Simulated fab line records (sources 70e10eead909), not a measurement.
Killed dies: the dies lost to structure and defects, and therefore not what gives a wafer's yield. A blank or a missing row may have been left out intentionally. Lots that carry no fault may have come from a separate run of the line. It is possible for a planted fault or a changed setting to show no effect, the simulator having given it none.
Which tool is to blame?    flow nandHarc    Sampling: 12 lots, 36 wafers, 5 of 1302 route steps

== WHAT THE GAUGES READ, wafer by wafer ==
NHARC_END_SORT_01.
lot   measured      on         killedAtArray  killedAtOther  killedAtPeriphery  killedDies   killedOpen  killedShort
L299  day 28 12:41  prober-02  671 673 667    0 0 0          6 4 10             677 677 677  4 2 1       2 3 3
L300  day 29 15:25  prober-02  674 668 671    0 1 0          3 8 6              677 677 677  3 2 6       0 3 5

== EACH LOT AND THE TOOL THAT RAN IT (in order: tool; ch and the chambers of the sampled wafers; start) ==
lot   NHARC_A_STAIRCASE_ETCH_188         NHARC_A_STAIRCASE_ETCH_190                    NHARC_A_STAIRCASE_TRIM_191                    NHARC_A_STAIRCASE_ETCH_192
L288  rieDiel-07 ch 0,1, day 15 19:23    rieDiel-07 ch 1,2,3, no start                 rieDiel-07 ch 0,1, no start                   rieDiel-07 ch 0,2,3, no start
L289  rieDiel-03 ch 1,2,3, day 16 19:38  rieDiel-03 ch 0,1,3, no start                 rieDiel-03 ch 0,2, no start                   rieDiel-03 ch 0,2, no start
L292  rieDiel-07 ch 0,2,3, day 17 16:27  rieDiel-07 ch 0,1,2, no start                 rieDiel-07 ch 0,1,3, no start                 rieDiel-07 ch 1,2,3, no start
L294  rieDiel-03 ch 1,2,3, day 17 22:35  rieDiel-03 ch 0,2,3, no start                 rieDiel-03 ch 1,2,3, no start                 rieDiel-03 ch 0,1,2, no start
L295  rieDiel-07 ch 1,2,3, day 18 20:21  rieDiel-07 ch 1,3, no start                   rieDiel-07 ch 0,1,3, no start                 rieDiel-07 ch 0,2,3, no start
L298  rieDiel-01 ch 0,2, day 20 02:42    rieDiel-01 ch 1,2, no start                   rieDiel-01 ch 1,2, no start                   rieDiel-01 ch 0,3, no start
L297  rieDiel-01 ch 0,1,2, day 20 03:49  rieDiel-01 ch 0,1, no start                   rieDiel-01 ch 2,3, no start                   rieDiel-01 ch 0,2, no start
L299  rieDiel-01 ch 0,1,2, day 20 07:52  rieDiel-01 ch 0,2,3, day 28 12:41 or earlier  rieDiel-01 ch 0,2,3, day 28 12:41 or earlier  rieDiel-01 ch 1,2,3, day 28 12:41 or earlier
L300  rieDiel-01 ch 0,1,2, day 20 21:55  rieDiel-01 ch 0,2,3, day 29 15:25 or earlier  rieDiel-01 ch 1,2,3, day 29 15:25 or earlier  rieDiel-01 ch 0,2,3, day 29 15:25 or earlier
L302  rieDiel-07 ch 0,2, day 21 22:28    rieDiel-07 ch 0,2,3, no start                 rieDiel-07 ch 1,2,3, no start                 rieDiel-07 ch 0,1,3, no start
L309  rieDiel-03 ch 2,3, day 24 15:19    rieDiel-03 ch 1,3, no start                   rieDiel-03 ch 0,2, no start                   rieDiel-03 ch 0,2,3, no start
L311  rieDiel-01 ch 0,3, day 25 03:38    rieDiel-01 ch 1,2,3, no start                 rieDiel-01 ch 0,1, no start                   rieDiel-01 ch 0,1,3, no start
- NHARC_A_STAIRCASE_ETCH_188: etches the open film in C4F8/O2, target depth 100 nm, time 40.5 s.
- NHARC_A_STAIRCASE_ETCH_190: etches the open film in C4F8/O2, target depth 100 nm, time 40.5 s.
- NHARC_A_STAIRCASE_TRIM_191: chemistry O2, time 211.2 s.
- NHARC_A_STAIRCASE_ETCH_192: etches the open film in C4F8/O2, target depth 100 nm, time 40.5 s.

== WHAT THE TOOLS THEMSELVES READ (means of the sampled wafers that have a number; where no wafer has one, the mark that the record gives instead) ==
NHARC_A_STAIRCASE_ETCH_188.
lot   tool        oesProductAu (a.u.)  rfFwdPowerW (W)  rfVppV (V)
L288  rieDiel-07  0.932                587              895
L289  rieDiel-03  0.945                593              899
L292  rieDiel-07  0.935                593              896
L294  rieDiel-03  0.946                596              899
L295  rieDiel-07  0.941                593              895
L298  rieDiel-01  0.949                590              894
L297  rieDiel-01  0.930                593              893
L299  rieDiel-01  1.166                831              894
L300  rieDiel-01  1.181                833              893
L302  rieDiel-07  0.935                592              888
L309  rieDiel-03  0.923                593              901
L311  rieDiel-01  0.949                589              896

NHARC_A_STAIRCASE_ETCH_190.
lot   tool        oesProductAu (a.u.)  rfFwdPowerW (W)  rfVppV (V)
L288  rieDiel-07  0.954                592              895
L289  rieDiel-03  0.946                592              897
L292  rieDiel-07  0.931                590              894
L294  rieDiel-03  0.953                595              899
L295  rieDiel-07  0.939                588              897
L298  rieDiel-01  0.958                592              890
L297  rieDiel-01  0.936                591              894
L299  rieDiel-01  0.931                589              895
L300  rieDiel-01  0.945                590              894
L302  rieDiel-07  0.934                593              894
L309  rieDiel-03  0.934                594              898
L311  rieDiel-01  0.950                591              892

NHARC_A_STAIRCASE_TRIM_191.
lot   tool        drypumpMotorCurrentA (A)  oesProductAu (a.u.)  rfVppV (V)  showerheadPlenumPTorr (Torr)  throttleValvePct (%)
L288  rieDiel-07  5.4                       0.990                59.0        3.50                          17.038
L289  rieDiel-03  6.0                       1.006                57.4        3.58                          17.044
L292  rieDiel-07  5.7                       0.995                58.8        3.55                          17.034
L294  rieDiel-03  6.2                       0.999                57.8        3.62                          17.029
L295  rieDiel-07  5.7                       0.993                58.0        3.55                          17.032
L298  rieDiel-01  6.3                       1.001                57.9        3.42                          17.035
L297  rieDiel-01  6.2                       1.007                57.5        3.45                          17.038
L299  rieDiel-01  6.1                       1.000                58.7        3.49                          17.034
L300  rieDiel-01  6.3                       1.009                56.6        3.45                          17.037
L302  rieDiel-07  5.8                       1.001                58.0        3.48                          17.043
L309  rieDiel-03  6.1                       1.002                58.2        3.54                          17.035
L311  rieDiel-01  6.0                       0.999                57.3        3.47                          17.048

NHARC_A_STAIRCASE_ETCH_192.
lot   tool        oesProductAu (a.u.)  rfFwdPowerW (W)  rfVppV (V)
L288  rieDiel-07  0.946                591.7            896
L289  rieDiel-03  0.951                593.7            901
L292  rieDiel-07  0.929                591.4            895
L294  rieDiel-03  0.953                592.7            898
L295  rieDiel-07  0.949                594.0            895
L298  rieDiel-01  0.955                589.7            896
L297  rieDiel-01  0.932                592.0            894
L299  rieDiel-01  0.942                590.2            892
L300  rieDiel-01  0.953                590.7            895
L302  rieDiel-07  0.928                590.6            896
L309  rieDiel-03  0.950                594.4            898
L311  rieDiel-01  0.954                591.4            894

== THE ANSWER, worked out from the rows above alone ==
Rule: the lots themselves supply what counts as usual. The widest of any qualifying gaps counts: lots, ordered by their means at a reading, are off when they make up no more than a third of the lots, leave a main group of 4 or more, and stand apart from it by 3 or more times the standard deviation of that group's means. If all means in a main group match to the digits the tables above print for the reading, that group is not used. A lot without any number at a reading at which 4 lots or more have one is off too. All remaining lots with rows at the step are treated as sound. The gauges are gone through in route order, then the tools' own readings, and for those a lot's mean is taken as printed above. At the first step where some lot is off, the reading lying furthest off is the one used; lots without a number count as furthest.
Off, at NHARC_A_STAIRCASE_ETCH_188 on rfFwdPowerW: L299, L300. Mean 592 W and standard deviation 2.4 in the main group.
A tool fits if, at that step or a process step before it, it ran every lot that is off, and no sound lot after the first of them. Of those tried, none fits.

== WHAT THE SIMULATOR HAD PUT IN ==
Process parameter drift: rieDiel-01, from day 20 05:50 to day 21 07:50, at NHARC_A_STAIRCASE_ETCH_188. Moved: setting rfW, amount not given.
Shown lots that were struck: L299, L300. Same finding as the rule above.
